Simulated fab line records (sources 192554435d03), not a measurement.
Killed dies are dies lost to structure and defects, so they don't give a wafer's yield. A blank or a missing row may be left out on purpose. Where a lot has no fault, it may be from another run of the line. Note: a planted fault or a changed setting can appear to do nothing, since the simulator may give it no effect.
Struck lot and sound lot, side by side :: flow n5 finfet :: 15 steps out of a route of 1938
Sound: these wafers, L781.1, L781.3, L781.6. Struck: wafer L790.3 (left out: L790.2, L790.6 of the same lot, which were not struck); the cause appears at the end.
For every step that has rows: the tool of each side, followed by ch and its chambers, followed by its first start. Under that, the readings that differ: sound wafers :: struck wafers :: difference of the means :: sigmas: that difference in standard deviations of wafers without a fault.
alike: words and numbers the same on both sides, and readings whose means are apart by under 2 such deviations; not compared: readings that were withheld, readings missing a value for some wafer, numbers with overlapping values and no deviation given by the record, and bounds like >300 which may hide the same value.
Wherever a step has rows on one side only, a row that says differs or no value, or a row with sigmas, the two part there. Numbers that have no deviation but don't overlap get no sigmas and don't part them. A reading missing from all wafers of one side parts the sides only when that side holds two or more wafers.

first, 1 step without rows for these wafers: N5_FIN_SAQP_STRIP_74 (strips in CHF3/O2).
N5_FIN_SAQP_MANDREL_ETCH_22: etches a-Si in HBr/Cl2, stops on SiNx, target depth 60 nm, bt time 10 s, time 30 s.
  sound on rie si-01 ch 1,2,3, day 3 22:52; struck on rie si-01 ch 0, day 6 04:57
reading: drypump motor current A (A)
sound: 5.0 5.4 4.9
struck: 6.0
difference: +0.9
sigmas: +3
  alike: mfc cl2 sccm, oes product au, rf fwd power W, throttle valve pct
  not compared: rf hours counter h
then, 3 steps without rows for these wafers: N5_FIN_SAQP_STRIP_55 (strips in N2/H2); N5_FIN_SAQP_STRIP_23 (strips in SPM, time 750 s); N5_FIN_SAQP_SRD_66 (time 30 s).
N5_FIN_SAQP_RECESS_75: chemistry HF/NH3, target SiO2, target depth 14.4 nm, afs cycles 3, sublimation time 60 s.
  sound on vapor etch-02 ch 0,1, day 3 23:19; struck on vapor etch-01 ch 0, day 6 05:22
  alike: drypump motor current A, foreline p Torr
then, 1 step without rows for these wafers: N5_FIN_SAQP_SPACER1_ALD_24 (deposits SiO2, target thk 20.3 nm, pulse time 1 s, purge time 2 s).
N5_FIN_SAQP_SPACER1_ETCHBACK_25: etches SiO2 in CHF3/O2, target depth 24.4 nm, time 12.2 s.
  sound on rie diel-01 ch 0,3, day 4 00:26; struck on rie diel-05 ch 0, day 6 06:53
  alike: drypump motor current A, oes_f_703_au, oes product au, rf vpp V, showerhead plenum p Torr, throttle valve pct
  not compared: rf hours counter h
then, 1 step without rows for these wafers: N5_FIN_SAQP_MANDREL1_REMOVE_56 (chemistry HBr/Cl2/O2, target a-Si, stops on SiNx, bt time 10 s).
N5_FIN_SAQP_CD_MEAS_27 targets a cd of 20 nm.
  sound on cd sem-03 ch 0, day 4 00:38; struck on cd sem-01 ch 0, day 6 07:06
  alike: cd nm
N5_FIN_SAQP_ETCH_57: etches SiNx in CH3F/O2, target depth 32.5 nm, time 46.4 s.
  sound on rie diel-05 ch 0,1, day 4 00:55; struck on rie diel-01 ch 0, day 6 07:11
  alike: drypump motor current A, etch rf on time s, oes_f_703_au, oes product au, rf fwd power W, rf vpp V, showerhead plenum p Torr, throttle valve pct
  not compared: rf hours counter h
then, 1 step without rows for these wafers: N5_FIN_SAQP_ETCH_65 (etches SiO2 in CF4, target depth 4 nm, time 4.4 s).
N5_FIN_SAQP_MANDREL_ETCH_58: etches a-Si in HBr/Cl2, stops on SiNx, target depth 45 nm, bt time 10 s, time 27 s.
  sound on rie si-06 ch 0,2,3, day 4 01:04; struck on rie si-06 ch 0, day 6 07:19
reading: mfc cl2 sccm (sccm)
sound: 80.08 79.86 80.26
struck: 79.57
difference: -0.50
sigmas: -2

reading: rf fwd power W (W)
sound: 791.1 789.6 791.7
struck: 311.7
difference: -479.1
sigmas: -99 or more
  alike: drypump motor current A, oes product au, throttle valve pct
  not compared: rf hours counter h
N5_FIN_SAQP_RECESS_63: chemistry HF/NH3, target SiO2, target depth 18 nm, afs cycles 3, sublimation time 60 s.
  sound on vapor etch-01 ch 1, day 4 01:08; struck on vapor etch-02 ch 1, day 6 07:24
reading: drypump motor current A (A)
sound: 5.9 5.9 5.9
struck: 5.1
difference: -0.8
sigmas: -2
  alike: foreline p Torr
-- here the record skips 12 days between the struck wafers' starts before and after, leaving off in module FIN_SAQP and picking up in module PASSIVATION (first step shown: number 1936 of the route) --
N5_PASSIVATION_PROBE_49:
  rows exist in the record for the struck wafers here (prober-01, day 18 12:08), but not for the sound ones

WHERE THEY PART
At N5_FIN_SAQP_MANDREL_ETCH_22 first; at N5_PASSIVATION_PROBE_49 last (within this record only).

WHY: the cause the simulator had injected
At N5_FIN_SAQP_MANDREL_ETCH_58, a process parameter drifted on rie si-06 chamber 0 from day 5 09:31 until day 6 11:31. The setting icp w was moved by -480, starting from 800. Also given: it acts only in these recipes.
